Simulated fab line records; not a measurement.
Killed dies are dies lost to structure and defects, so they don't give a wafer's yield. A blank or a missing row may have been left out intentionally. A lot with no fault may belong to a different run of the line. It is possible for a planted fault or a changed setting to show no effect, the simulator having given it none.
fab line records	flow nandHarc
[record] lots = 24	wafers = 72	lastDay = 24
route steps=1159 shown P_CONTACT@246 P_M0@270 P_M1@298 P_M2@330
lots untouched by any fault: they come from a run of this same line in which no faults occurred
startH: hours from the record's opening day to when the first of the lot's shown wafers began	waitH: hours from the lot's prior step to this one	" unchanged from the row above	L1.1+2: one row covering several wafers at once	- either no value or no given start	* or withheld: withheld	< > ~ a bound
route shown NAME@n: a module of which the file shows steps, and the number in the route of the first	usual: mean/standard deviation of fault-free wafers	same: alike in all rows	chamber/n: place in a boat	sites: readings site by site	_std_site: standard deviation across them	_edge_site: inner sites' mean taken away from outer sites' mean	radiusMm: how far each site lies from the wafer's centre	mask NAME#n: copy n	behind: the most recent tool/chamber to have shaped the wafer	hold: the reason the lot was held/the length of the hold in hours/how it ended	device: the transistor (n, p or np) that didn't switch	end of line: tests run on the same wafers once the route is complete	a step without rows: its recipe alone	killed: the dies lost at the first sort to structure and to defects; this is not the yield of the wafer	map: shows each die of a wafer: x if killed, . if not, _ if none is there
set.NAME: the setting that was run; set.NAME@STEP: the one run at that earlier step	model.NAME: the simulator's own value behind a step, which no gauge read
route steps across a sampled set of lots; one table per step, one row per wafer
services: from which hour (startH, from the record's first day; less than 0 if before it) a tool's chamber was out of use, for how many hours, and why
[[steps]]
[step NHARC_P_CONTACT_PVD_32]
[recipe] targetThkA = 50	chamberPressurePa = 5	powerW = 5000	substrateTempC = 200	timeS = 17.7	material = Ti
[usual] cathodeDcPowerW = 5000.1/0.98	throttleValvePct = 30.1/0.85
lot.wafer	tool	chamber	startH	waitH	cathodeDcPowerW	throttleValvePct
L074.3	pvdSputter-03	-	-	-	5000.5	31.1
L074.1	"	-	"	"	4999.0	28.9
L074.5	"	-	"	"	4999.6	30.5
L075.3	pvdSputter-02	-	-	-	5002.0	29.8
L075.1	"	-	"	"	4999.5	30.3
L075.2	"	-	"	"	5000.1	29.9
L078.4	pvdSputter-01	-	-	-	5000.6	30.3
L078.1	"	-	"	"	4999.1	30.4
L078.6	"	-	"	"	5000.8	31.9
L076.2	pvdSputter-02	-	-	-	5001.8	29.8
L076.3	"	-	"	"	5000.4	30.2
L076.6	"	-	"	"	4997.9	29.0
L077.1	pvdSputter-03	-	-	-	5000.9	30.3
L077.3	"	-	"	"	4999.1	30.9
L077.2	"	-	"	"	5001.4	29.4
L080.1	pvdSputter-02	-	-	-	5000.1	29.6
L080.4	"	-	"	"	5001.8	30.4
L080.5	"	-	"	"	5001.0	29.1
L079.4	pvdSputter-01	-	-	-	4999.7	29.8
L079.3	"	-	"	"	5000.5	30.2
L079.6	"	-	"	"	4999.4	29.8
L082.2	pvdSputter-01	-	-	-	4998.0	32.0
L082.5	"	-	"	"	4998.6	31.8
L082.6	"	-	"	"	4999.4	30.0
L081.1	pvdSputter-02	-	-	-	5000.4	29.6
L081.4	"	-	"	"	4999.1	28.9
L081.2	"	-	"	"	5000.3	30.1
L085.3	pvdSputter-03	-	-	-	4999.2	30.3
L085.2	"	-	"	"	5001.0	30.7
L085.6	"	-	"	"	5000.5	30.2
L083.4	pvdSputter-02	-	-	-	5000.4	29.7
L083.5	"	-	"	"	4999.7	29.8
L083.6	"	-	"	"	4999.5	30.4
L084.3	pvdSputter-03	-	-	-	4999.9	28.7
L084.4	"	-	"	"	5000.6	30.4
L084.5	"	-	"	"	4999.3	28.9
L087.1	pvdSputter-03	-	-	-	4998.8	30.5
L087.5	"	-	"	"	4999.3	28.8
L087.6	"	-	"	"	5000.9	30.5
L086.3	pvdSputter-02	-	-	-	5002.1	29.5
L086.2	"	-	"	"	5000.1	29.7
L086.5	"	-	"	"	5001.3	30.1
L089.4	pvdSputter-01	-	-	-	5001.5	32.5
L089.3	"	-	"	"	5000.2	29.5
L089.1	"	-	"	"	5000.7	29.4
L088.2	pvdSputter-03	-	-	-	5000.9	30.3
L088.4	"	-	"	"	5000.7	28.9
L088.1	"	-	"	"	5000.9	30.3
L090.4	pvdSputter-03	-	-	-	4999.6	28.8
L090.5	"	-	"	"	4999.4	30.5
L090.6	"	-	"	"	4999.2	30.3
L091.4	pvdSputter-01	-	-	-	5000.1	29.4
L091.2	"	-	"	"	4999.7	29.5
L091.5	"	-	"	"	5000.6	32.6
L092.4	pvdSputter-01	-	-	-	5001.3	30.0
L092.5	"	-	"	"	5000.6	29.4
L092.6	"	-	"	"	4999.6	32.3
L093.3	pvdSputter-02	-	-	-	4999.0	30.5
L093.1	"	-	"	"	5000.0	29.8
L093.2	"	-	"	"	5001.2	29.8
L094.3	pvdSputter-02	-	-	-	4999.1	29.6
L094.1	"	-	"	"	5000.1	29.4
L094.2	"	-	"	"	4999.9	30.1
L096.1	pvdSputter-03	-	-	-	5000.6	30.2
L096.4	"	-	"	"	4998.8	30.6
L096.6	"	-	"	"	4999.5	30.2
L095.3	pvdSputter-01	-	-	-	5000.5	29.8
L095.4	"	-	"	"	4999.8	29.7
L095.6	"	-	"	"	5000.9	29.4
L097.4	pvdSputter-03	-	-	-	5000.3	30.2
L097.1	"	-	"	"	5000.0	28.9
L097.5	"	-	"	"	4999.5	30.2
[step NHARC_P_M0_STRIP_18]
[recipe] powerW = 1000	n2FlowSccm = 150	h2FlowSccm = 150	arFlowSccm = 0	biasW = 0	chemistry = N2/H2
[usual] drypumpMotorCurrentA = 5.7/0.42	h2FlowSccm = 150.0/0.42	oesProductAu = 0.998/0.014	rfVppV = 90.9/1.1	showerheadPlenumPTorr = 2.07/0.093	throttleValvePct = 14.172/0.0095
[same] biasW = 0
lot.wafer	tool	chamber	startH	waitH	drypumpMotorCurrentA	h2FlowSccm	oesProductAu	rfHoursCounterH	rfVppV	showerheadPlenumPTorr	throttleValvePct
L074.1	rieDiel-07	0	106.65	0.1	5.2	150.6	1.018	6	90.4	1.92	14.185
L074.3	"	1	"	"	5.6	150.3	0.992	5	90.2	2.18	14.165
L074.5	"	0	"	"	5.2	150.4	1.022	-	87.9	1.92	14.172
L075.2	rieDiel-11	1	126.11	0.1	6.0	149.9	0.980	10	90.5	2.10	14.181
L075.3	"	2	"	"	5.8	150.2	1.001	10	92.4	2.08	14.172
L075.1	"	3	"	"	5.8	150.5	1.015	10	90.9	2.11	14.183
L078.1	rieDiel-11	1	139.59	0.1	6.0	149.9	0.987	11	91.7	2.10	14.169
L078.4	"	2	"	"	5.8	150.0	1.008	12	91.5	2.08	14.190
L078.6	"	0	"	"	5.5	149.9	0.998	-	90.2	1.97	14.171
L076.2	rieDiel-07	2	140.18	0.1	4.9	150.5	1.011	6	91.8	2.19	14.158
L076.3	"	3	"	"	6.4	150.2	0.977	8	92.0	2.17	14.177
L076.6	"	1	"	"	5.6	149.7	0.993	-	92.0	2.18	14.163
L077.1	rieDiel-11	0	140.29	0.1	5.5	149.8	0.982	10	91.5	1.97	14.178
L077.2	"	1	"	"	5.9	150.0	0.977	11	90.8	2.10	14.166
L077.3	"	2	"	"	5.8	150.2	1.004	12	91.5	2.08	14.170
L080.1	rieDiel-11	2	149.23	0.1	5.8	150.0	0.997	12	91.9	2.08	14.166
L080.4	"	3	"	"	5.7	150.1	1.001	12	89.8	2.11	14.179
L080.5	"	3	"	"	5.8	150.3	1.008	-	92.7	2.11	14.166
L079.3	rieDiel-04	1	149.79	0.1	6.4	150.3	1.006	2	90.3	2.20	14.175
L079.4	"	1	"	"	6.4	150.2	0.997	-	92.5	2.20	14.176
L079.6	"	0	"	"	5.1	149.8	0.994	-	89.8	2.02	14.158
L082.2	rieDiel-11	1	159.12	0.1	6.0	150.0	0.973	13	92.0	2.10	14.176
L082.5	"	1	"	"	6.0	149.7	0.976	-	90.0	2.10	14.185
L082.6	"	2	"	"	5.8	150.1	1.001	-	91.1	2.08	14.171
L081.1	rieDiel-07	0	162.61	0.1	5.2	149.6	1.018	10	89.8	1.92	14.166
L081.2	"	2	"	"	5.0	149.9	1.015	7	91.5	2.19	14.165
L081.4	"	3	"	"	6.4	150.4	0.980	9	92.2	2.17	14.173
L085.2	rieDiel-04	0	177.31	0.1	5.2	149.6	0.974	5	89.6	2.02	14.167
L085.3	"	1	"	"	6.4	150.0	0.998	4	92.3	2.20	14.173
L085.6	"	1	"	"	6.4	149.5	1.015	-	90.5	2.20	14.176
L083.4	rieDiel-11	2	177.95	0.1	5.8	149.7	0.997	14	92.3	2.08	14.182
L083.6	"	2	"	"	5.8	149.9	0.994	-	90.8	2.08	14.164
L083.5	"	3	"	"	5.8	149.5	1.019	-	91.9	2.11	14.185
L084.3	rieDiel-04	3	179.97	0.1	5.4	149.9	0.991	5	88.9	1.92	14.158
L084.4	"	0	"	"	5.1	150.1	0.988	5	90.5	2.02	14.167
L084.5	"	3	"	"	5.4	151.0	1.001	-	90.0	1.92	14.158
L087.1	rieDiel-04	2	189.51	0.1	5.7	150.6	0.997	4	89.8	2.04	14.163
L087.5	"	3	"	"	5.4	149.3	0.999	-	89.9	1.92	14.199
L087.6	"	0	"	"	5.1	150.4	0.976	-	89.9	2.02	14.192
L086.3	rieDiel-07	2	190.27	0.1	5.0	148.9	1.019	9	89.9	2.19	14.168
L086.2	"	0	"	"	5.2	150.7	1.004	12	89.2	1.92	14.181
L086.5	"	3	"	"	6.5	150.8	0.980	-	91.9	2.17	14.192
L089.4	rieDiel-07	0	200.70	0.1	5.2	150.0	1.007	12	88.6	1.92	14.156
L089.3	"	2	"	"	5.0	149.3	1.021	9	92.6	2.19	14.186
L089.1	"	3	"	"	6.4	149.8	0.987	12	90.3	2.17	14.174
L088.4	rieDiel-07	2	201.09	0.1	5.0	150.3	1.025	9	91.5	2.19	14.182
L088.1	"	3	"	"	6.5	149.8	0.989	12	92.2	2.17	14.185
L088.2	"	0	"	"	5.2	150.1	1.008	12	90.0	1.92	14.175
L090.5	rieDiel-07	3	219.67	0.2	6.5	150.1	0.985	-	91.1	2.17	14.163
L090.4	"	1	"	"	5.6	149.8	1.001	-	91.4	2.18	14.165
L090.6	"	2	"	"	5.0	150.3	1.013	-	91.3	2.19	14.171
L091.2	rieDiel-04	0	219.69	0.1	5.2	150.2	0.986	7	90.2	2.02	14.160
L091.4	"	1	"	"	6.4	149.5	0.997	7	92.5	2.20	14.174
L091.5	"	1	"	"	6.4	150.0	0.998	-	91.4	2.20	14.152
L092.4	rieDiel-11	3	226.84	0.1	5.8	150.5	1.003	1	89.1	2.11	14.180
L092.6	"	2	"	"	5.8	149.9	1.005	-	91.9	2.08	14.176
L092.5	"	3	"	"	5.8	149.8	1.000	-	90.4	2.11	14.178
L093.3	rieDiel-11	1	231.18	0.1	6.0	150.0	1.012	1	92.4	2.10	14.166
L093.2	"	2	"	"	5.8	150.3	1.017	1	90.2	2.08	14.168
L093.1	"	3	"	"	5.7	150.4	1.010	1	91.3	2.11	14.163
L094.2	rieDiel-11	3	237.19	0.1	5.8	150.2	1.020	1	91.9	2.11	14.178
L094.3	"	1	"	"	6.0	149.7	1.022	1	90.5	2.10	14.194
L094.1	"	2	"	"	5.8	149.0	1.014	1	89.4	2.08	14.158
L096.1	rieDiel-04	3	249.88	0.1	5.4	150.6	0.987	10	90.1	1.92	14.182
L096.4	"	1	"	"	6.4	150.4	0.996	9	91.7	2.20	14.175
L096.6	"	2	"	"	5.7	150.0	0.976	-	90.1	2.04	14.167
L095.4	rieDiel-11	0	251.12	0.1	5.6	149.5	1.006	3	89.1	1.97	14.167
L095.3	"	1	"	"	6.0	150.1	1.006	3	88.8	2.09	14.164
L095.6	"	1	"	"	6.0	150.3	1.013	-	92.3	2.10	14.179
L097.1	rieDiel-04	0	251.27	0.1	5.2	150.5	0.970	10	89.8	2.02	14.181
L097.4	"	2	"	"	5.8	150.5	0.990	9	90.0	2.04	14.178
L097.5	"	1	"	"	6.4	149.3	0.992	-	93.0	2.20	14.174
[step NHARC_P_M1_DESCUM_14]
[recipe] timeS = 3	o2FlowSccm = 200	arFlowSccm = 0	biasPowerW = 0	chemistry = O2
[usual] drypumpMotorCurrentA = 5.9/0.41	oesProductAu = 1.002/0.014	rfVppV = 58.0/0.88	showerheadPlenumPTorr = 1.95/0.085	throttleValvePct = 11.312/0.0091
lot.wafer	tool	chamber	startH	waitH	drypumpMotorCurrentA	oesProductAu	rfHoursCounterH	rfVppV	showerheadPlenumPTorr	throttleValvePct
L074.3	rieDiel-08	2	110.32	0.1	5.5	0.999	11.4	58.8	2.00	11.306
L074.1	"	1	"	"	6.1	1.001	11.0	58.1	1.85	11.322
L074.5	"	2	"	"	5.5	1.016	-	57.3	2.00	11.333
L075.3	rieDiel-05	1	129.80	0.1	6.5	0.985	3.6	57.7	1.95	11.316
L075.1	"	2	"	"	5.8	1.024	3.7	57.6	1.84	11.330
L075.2	"	3	"	"	6.0	0.985	3.4	56.8	1.94	11.324
L078.1	rieDiel-08	2	143.30	0.1	5.5	0.989	0.8	57.5	2.00	11.318
L078.4	"	2	"	"	5.5	1.001	-	57.5	2.00	11.311
L078.6	"	3	"	"	6.4	1.000	-	60.0	2.01	11.322
L076.3	rieDiel-05	3	143.90	0.1	6.0	0.974	3.7	58.6	1.94	11.313
L076.2	"	1	"	"	6.5	0.960	3.9	57.2	1.95	11.289
L076.6	"	2	"	"	5.9	1.030	-	58.4	1.84	11.327
L077.3	rieDiel-13	1	144.22	0.1	5.4	1.006	3.3	57.9	1.99	11.325
L077.1	"	3	"	"	5.9	1.014	2.8	57.9	1.78	11.329
L077.2	"	0	"	"	6.2	0.997	3.2	59.0	2.04	11.306
L080.1	rieDiel-13	2	152.95	0.1	5.5	1.014	0.9	58.8	1.98	11.304
L080.4	"	0	"	"	6.2	0.995	3.4	57.2	2.04	11.306
L080.5	"	2	"	"	5.5	1.028	-	58.6	1.98	11.306
L079.4	rieDiel-13	2	153.73	0.1	5.5	1.029	1.0	58.5	1.98	11.319
L079.3	"	1	"	"	5.3	1.015	3.6	57.9	1.99	11.308
L079.6	"	3	"	"	5.8	0.996	-	58.1	1.78	11.321
L082.2	rieDiel-13	2	163.12	0.1	5.6	1.034	2.3	59.1	1.98	11.300
L082.5	"	0	"	"	6.2	0.985	-	59.3	2.04	11.305
L082.6	"	1	"	"	5.3	1.019	-	59.2	1.99	11.313
L081.2	rieDiel-13	1	166.35	0.1	5.4	1.014	4.5	58.0	1.99	11.302
L081.1	"	2	"	"	5.6	1.028	2.5	58.5	1.97	11.296
L081.4	"	3	"	"	5.8	1.008	4.7	57.0	1.78	11.325
L085.2	rieDiel-08	2	181.03	0.1	5.5	0.992	4.3	58.5	2.00	11.300
L085.3	"	3	"	"	6.4	0.996	4.3	58.9	2.01	11.316
L085.6	"	3	"	"	6.4	0.997	-	56.7	2.01	11.313
L083.4	rieDiel-13	1	181.67	0.1	5.4	1.018	4.8	59.3	1.99	11.310
L083.5	"	2	"	"	5.6	1.035	-	59.5	1.97	11.318
L083.6	"	3	"	"	5.8	0.994	-	57.2	1.78	11.313
L084.3	rieDiel-08	2	183.53	0.1	5.5	0.994	4.5	57.9	2.00	11.312
L084.5	"	1	"	"	6.1	1.014	-	57.1	1.85	11.313
L084.4	"	2	"	"	5.5	1.002	-	58.3	2.00	11.298
L087.1	rieDiel-13	2	193.16	0.1	5.5	1.013	3.4	57.3	1.97	11.321
L087.6	"	0	"	"	6.3	0.986	-	59.5	2.04	11.298
L087.5	"	1	"	"	5.4	1.021	-	57.8	1.99	11.308
L086.2	rieDiel-08	1	194.24	0.1	6.1	1.011	4.6	57.2	1.85	11.316
L086.3	"	2	"	"	5.5	0.998	5.2	58.3	2.00	11.305
L086.5	"	1	"	"	6.1	1.006	-	57.0	1.85	11.316
L089.4	rieDiel-13	2	204.64	0.1	5.6	1.012	4.5	58.0	1.97	11.316
L089.1	"	0	"	"	6.2	0.992	6.6	59.1	2.04	11.318
L089.3	"	1	"	"	5.4	1.012	6.6	58.8	1.99	11.315
L088.4	rieDiel-13	1	204.95	0.1	5.4	1.024	6.7	57.7	1.99	11.312
L088.1	"	3	"	"	5.8	1.002	6.8	57.9	1.78	11.307
L088.2	"	0	"	"	6.2	0.985	6.6	59.1	2.04	11.312
L090.4	rieDiel-05	1	224.11	0.1	6.5	0.967	1.1	58.3	1.95	11.323
L090.5	"	0	"	"	5.0	0.992	-	55.9	1.90	11.313
L090.6	"	1	"	"	6.5	0.969	-	58.3	1.95	11.312
L091.2	rieDiel-08	1	224.29	0.1	6.2	0.999	7.6	57.8	1.84	11.310
L091.4	"	2	"	"	5.5	0.989	-	58.0	2.00	11.298
L091.5	"	3	"	"	6.5	0.974	-	57.8	2.01	11.315
L092.4	rieDiel-08	2	230.40	0.1	5.5	1.002	8.5	58.0	2.00	11.295
L092.5	"	3	"	"	6.4	0.991	-	57.5	2.01	11.307
L092.6	"	0	"	"	5.7	1.000	-	57.1	2.03	11.306
L093.1	rieDiel-13	0	234.97	0.1	6.3	0.993	9.8	57.9	2.04	11.308
L093.2	"	2	"	"	5.6	1.033	7.7	58.1	1.97	11.296
L093.3	"	3	"	"	5.8	1.012	9.9	56.9	1.78	11.311
L094.3	rieDiel-08	0	240.75	0.1	5.7	0.998	0.8	58.5	2.03	11.315
L094.2	"	1	"	"	6.1	1.003	8.5	58.0	1.84	11.314
L094.1	"	3	"	"	6.5	0.998	9.3	57.3	2.01	11.330
L096.1	rieDiel-08	3	253.51	0.1	6.4	1.005	10.3	57.2	2.01	11.297
L096.4	"	1	"	"	6.2	1.019	9.5	55.6	1.84	11.300
L096.6	"	0	"	"	5.7	1.008	-	57.5	2.03	11.315
L095.3	rieDiel-05	0	254.88	0.1	5.1	0.996	1.6	55.7	1.90	11.331
L095.4	"	1	"	"	6.5	0.983	1.8	59.3	1.95	11.302
L095.6	"	0	"	"	5.1	0.999	-	58.3	1.90	11.320
L097.1	rieDiel-08	1	255.08	0.1	6.2	1.012	10.1	57.2	1.84	11.301
L097.4	"	2	"	"	5.5	0.990	10.9	57.7	2.00	11.311
L097.5	"	1	"	"	6.2	1.008	-	57.6	1.84	11.305
[step NHARC_P_M1_DEGAS_29]
[recipe] tempC = 250	timeS = 60
[usual] heaterPowerW = 346/33
lot.wafer	tool	chamber	startH	waitH	heaterPowerW
L074.3	pvdSputter-03	-	111.40	-	370
L074.1	"	-	"	"	388
L074.5	"	-	"	"	356
L075.1	pvdSputter-02	-	130.87	-	327
L075.3	"	-	"	"	352
L075.2	"	-	"	"	358
L078.1	pvdSputter-03	-	144.63	-	333
L078.4	"	-	"	"	355
L078.6	"	-	"	"	331
L076.2	pvdSputter-02	-	145.13	-	353
L076.3	"	-	"	"	306
L076.6	"	-	"	"	360
L077.2	pvdSputter-03	-	145.35	-	335
L077.1	"	-	"	"	358
L077.3	"	-	"	"	355
L080.1	pvdSputter-01	-	153.97	-	422
L080.4	"	-	"	"	364
L080.5	"	-	"	"	427
L079.3	pvdSputter-01	-	154.82	-	280
L079.4	"	-	"	"	334
L079.6	"	-	"	"	328
L082.2	pvdSputter-03	-	164.21	-	346
L082.5	"	-	"	"	350
L082.6	"	-	"	"	309
L081.1	pvdSputter-02	-	167.37	-	349
L081.4	"	-	"	"	343
L081.2	"	-	"	"	308
L085.2	pvdSputter-03	-	182.09	-	322
L085.3	"	-	"	"	393
L085.6	"	-	"	"	319
L083.4	pvdSputter-03	-	182.75	-	349
L083.6	"	-	"	"	350
L083.5	"	-	"	"	387
L084.4	pvdSputter-03	-	184.58	-	373
L084.3	"	-	"	"	351
L084.5	"	-	"	"	355
L087.1	pvdSputter-02	-	194.20	-	353
L087.5	"	-	"	"	311
L087.6	"	-	"	"	325
L086.3	pvdSputter-02	-	195.30	-	354
L086.2	"	-	"	"	329
L086.5	"	-	"	"	352
L089.1	pvdSputter-02	-	205.66	-	346
L089.4	"	-	"	"	311
L089.3	"	-	"	"	320
L088.4	pvdSputter-03	-	206.23	-	357
L088.1	"	-	"	"	359
L088.2	"	-	"	"	324
L090.4	pvdSputter-02	-	225.13	-	326
L090.5	"	-	"	"	294
L090.6	"	-	"	"	321
L091.2	pvdSputter-03	-	225.44	-	353
L091.4	"	-	"	"	317
L091.5	"	-	"	"	387
L092.4	pvdSputter-01	-	231.49	-	326
L092.5	"	-	"	"	373
L092.6	"	-	"	"	423
L093.1	pvdSputter-01	-	236.04	-	326
L093.2	"	-	"	"	369
L093.3	"	-	"	"	302
L094.1	pvdSputter-01	-	241.78	-	436
L094.2	"	-	"	"	297
L094.3	"	-	"	"	368
L096.1	pvdSputter-02	-	254.54	-	283
L096.4	"	-	"	"	322
L096.6	"	-	"	"	297
L095.3	pvdSputter-02	-	255.97	-	316
L095.4	"	-	"	"	298
L095.6	"	-	"	"	371
L097.1	pvdSputter-03	-	256.12	-	324
L097.4	"	-	"	"	355
L097.5	"	-	"	"	322
[step NHARC_P_M2_INSPECT_11]
[usual] rawDefectCount = 3.5/2
lot.wafer	tool	chamber	startH	waitH	rawDefectCount
L074.1	defectInspect-01	-	114.47	0.0	3
L074.3	"	-	"	"	1
L074.5	"	-	"	"	1
L075.1	defectInspect-02	-	133.96	0.0	2
L075.2	"	-	"	"	3
L075.3	"	-	"	"	5
L078.1	defectInspect-01	-	147.71	0.0	3
L078.4	"	-	"	"	3
L078.6	"	-	"	"	4
L076.2	defectInspect-01	-	148.20	0.0	5
L076.3	"	-	"	"	4
L076.6	"	-	"	"	4
L077.1	defectInspect-01	-	148.44	0.0	2
L077.2	"	-	"	"	4
L077.3	"	-	"	"	0
L080.1	defectInspect-02	-	157.06	0.0	1
L080.4	"	-	"	"	5
L080.5	"	-	"	"	2
L079.3	defectInspect-02	-	158.17	0.0	1
L079.4	"	-	"	"	1
L079.6	"	-	"	"	1
L082.2	defectInspect-01	-	167.15	0.0	1
L082.5	"	-	"	"	1
L082.6	"	-	"	"	1
L081.1	defectInspect-02	-	170.32	0.0	7
L081.2	"	-	"	"	4
L081.4	"	-	"	"	2
L085.2	defectInspect-01	-	185.16	0.0	4
L085.3	"	-	"	"	4
L085.6	"	-	"	"	1
L083.4	defectInspect-01	-	185.78	0.0	1
L083.5	"	-	"	"	5
L083.6	"	-	"	"	2
L084.3	defectInspect-02	-	187.72	0.0	1
L084.4	"	-	"	"	3
L084.5	"	-	"	"	1
L087.1	defectInspect-02	-	197.15	0.0	3
L087.5	"	-	"	"	6
L087.6	"	-	"	"	4
L086.2	defectInspect-02	-	198.25	0.0	2
L086.3	"	-	"	"	1
L086.5	"	-	"	"	4
L089.1	defectInspect-01	-	208.61	0.0	4
L089.3	"	-	"	"	2
L089.4	"	-	"	"	4
L088.1	defectInspect-01	-	209.34	0.0	3
L088.2	"	-	"	"	6
L088.4	"	-	"	"	7
L090.4	defectInspect-01	-	228.37	0.0	3
L090.5	"	-	"	"	8
L090.6	"	-	"	"	5
L091.2	defectInspect-02	-	228.64	0.0	5
L091.4	"	-	"	"	4
L091.5	"	-	"	"	3
L092.4	defectInspect-02	-	234.61	0.0	5
L092.5	"	-	"	"	5
L092.6	"	-	"	"	5
L093.1	defectInspect-01	-	239.13	0.0	3
L093.2	"	-	"	"	3
L093.3	"	-	"	"	4
L094.1	defectInspect-01	-	244.94	0.0	5
L094.2	"	-	"	"	7
L094.3	"	-	"	"	12
L096.1	defectInspect-02	-	257.53	0.0	0
L096.4	"	-	"	"	4
L096.6	"	-	"	"	3
L095.3	defectInspect-01	-	259.05	0.0	4
L095.4	"	-	"	"	5
L095.6	"	-	"	"	6
L097.1	defectInspect-02	-	259.20	0.0	2
L097.4	"	-	"	"	5
L097.5	"	-	"	"	5
[step NHARC_P_M2_ETCH_15]
[recipe] targetDepthA = 1825	timeS = 91.2	c4f8FlowSccm = withheld	arFlowSccm = 400	rfW = 600	biasW = 300	chemistry = C4F8/Ar
[usual] biasW = 300.2/0.84	oesProductAu = 0.953/0.022	rfVppV = 440.2/2.9
lot.wafer	tool	chamber	startH	waitH	biasW	oesProductAu	rfHoursCounterH	rfVppV
L074.3	rieDiel-10	2	-	-	301.2	0.940	24	435.7
L074.1	"	3	"	"	299.2	0.922	23	438.5
L074.5	"	1	"	"	300.4	0.960	-	441.7
L075.1	rieDiel-01	1	-	-	300.3	0.984	5	440.7
L075.2	"	2	"	"	300.0	0.981	6	444.2
L075.3	"	3	"	"	298.8	0.980	6	436.7
L078.1	rieDiel-10	2	-	-	300.0	0.944	30	437.0
L078.4	"	3	"	"	298.2	0.929	29	437.8
L078.6	"	1	"	"	300.6	0.951	-	438.6
L076.3	rieDiel-12	1	-	-	299.9	0.948	37	438.6
L076.2	"	3	"	"	300.1	0.972	39	442.4
L076.6	"	0	"	"	300.2	0.945	-	441.9
L077.1	rieDiel-01	0	-	-	299.7	0.990	0	438.2
L077.2	"	1	"	"	300.6	0.968	0	441.3
L077.3	"	2	"	"	299.8	0.975	0	444.5
L080.1	rieDiel-10	1	-	-	299.6	0.944	32	438.2
L080.4	"	2	"	"	298.6	0.953	32	436.6
L080.5	"	1	"	"	300.3	0.957	-	440.8
L079.4	rieDiel-01	1	-	-	300.7	0.950	1	442.4
L079.3	"	3	"	"	299.7	0.969	1	436.4
L079.6	"	1	"	"	300.2	0.960	-	442.1
L082.2	rieDiel-10	2	-	-	300.0	0.945	33	436.6
L082.6	"	2	"	"	300.9	0.952	-	437.2
L082.5	"	3	"	"	300.1	0.923	-	438.2
L081.4	rieDiel-01	3	-	-	299.8	0.975	1	435.7
L081.1	"	1	"	"	301.1	0.963	1	442.7
L081.2	"	2	"	"	300.7	0.964	1	444.7
L085.2	rieDiel-01	0	-	-	300.4	0.970	2	437.7
L085.3	"	3	"	"	299.8	0.973	1	437.3
L085.6	"	0	"	"	299.1	0.968	-	438.6
L083.4	rieDiel-10	3	-	-	300.0	0.921	0	438.0
L083.5	"	0	"	"	301.2	0.954	-	443.2
L083.6	"	1	"	"	300.3	0.988	-	439.8
L084.4	rieDiel-01	2	-	-	301.0	0.966	2	444.4
L084.3	"	0	"	"	301.0	0.962	2	438.8
L084.5	"	2	"	"	300.7	0.970	-	445.2
L087.1	rieDiel-01	3	-	-	298.7	0.951	2	437.0
L087.6	"	2	"	"	300.0	0.929	-	444.2
L087.5	"	3	"	"	300.1	0.947	-	437.9
L086.3	rieDiel-01	0	-	-	298.6	0.957	2	440.6
L086.2	"	2	"	"	299.8	0.952	2	444.8
L086.5	"	3	"	"	301.3	0.976	-	436.8
L089.3	rieDiel-01	2	-	-	299.3	0.980	2	444.3
L089.1	"	0	"	"	299.4	0.976	3	438.0
L089.4	"	1	"	"	300.0	0.984	3	441.2
L088.4	rieDiel-01	3	-	-	301.0	0.964	3	436.5
L088.1	"	0	"	"	301.4	0.990	3	439.5
L088.2	"	1	"	"	301.3	0.981	3	442.5
L090.4	rieDiel-01	2	-	-	301.6	0.955	3	444.1
L090.6	"	2	"	"	300.1	0.963	-	444.2
L090.5	"	3	"	"	300.6	0.959	-	434.8
L091.2	rieDiel-10	1	-	-	301.0	0.956	9	438.4
L091.4	"	0	"	"	298.7	0.920	11	442.5
L091.5	"	2	"	"	301.8	0.935	-	437.6
L092.4	rieDiel-10	1	-	-	299.1	0.955	10	440.0
L092.6	"	2	"	"	301.0	0.942	-	437.2
L092.5	"	3	"	"	299.1	0.912	-	437.1
L093.2	rieDiel-01	1	-	-	301.1	0.982	4	442.4
L093.1	"	3	"	"	298.3	0.970	4	436.6
L093.3	"	0	"	"	300.8	1.001	4	440.2
L094.3	rieDiel-01	3	-	-	300.3	0.928	4	436.7
L094.2	"	0	"	"	300.5	0.931	4	438.7
L094.1	"	2	"	"	300.0	0.910	4	444.5
L096.4	rieDiel-01	2	-	-	301.7	0.944	4	444.1
L096.1	"	3	"	"	299.6	0.985	4	438.4
L096.6	"	2	"	"	300.9	0.951	-	442.5
L095.4	rieDiel-01	1	-	-	300.2	0.928	4	443.0
L095.3	"	2	"	"	299.1	0.913	4	445.0
L095.6	"	2	"	"	300.7	0.915	-	443.7
L097.4	rieDiel-10	3	-	-	300.8	0.908	16	438.2
L097.1	"	1	"	"	299.8	0.942	14	440.8
L097.5	"	2	"	"	300.7	0.931	-	437.4
[[services]]
tool	chamber	startH	hours	kind
rieDiel-13	-	87.90	2.2	repair
rieDiel-08	0	94.04	132.0	repair
rieDiel-10	0	95.88	4.9	repair
rieDiel-10	3	97.00	3.0	repair
rieDiel-13	-	99.00	9.0	pm
rieDiel-13	-	119.40	0.2	repair
rieDiel-13	2	123.77	21.7	repair
rieDiel-08	-	124.88	9.0	pm
rieDiel-13	3	134.00	1.8	repair
rieDiel-01	-	137.80	9.0	pm
rieDiel-08	1	141.25	6.0	repair
pvdSputter-03	-	153.96	10.0	pm
pvdSputter-01	-	172.68	3.9	repair
rieDiel-10	-	176.51	9.0	pm
pvdSputter-01	-	176.60	10.0	pm
pvdSputter-03	-	179.79	0.5	repair
rieDiel-11	2	186.98	3.6	repair
rieDiel-01	-	188.09	1.9	repair
rieDiel-11	-	189.56	9.0	pm
pvdSputter-01	-	199.13	3.9	repair
rieDiel-11	3	208.10	6.4	repair
pvdSputter-02	-	214.00	10.0	pm
pvdSputter-03	-	216.07	5.1	repair
rieDiel-13	1	223.23	23.2	repair
[[key]]
fault none
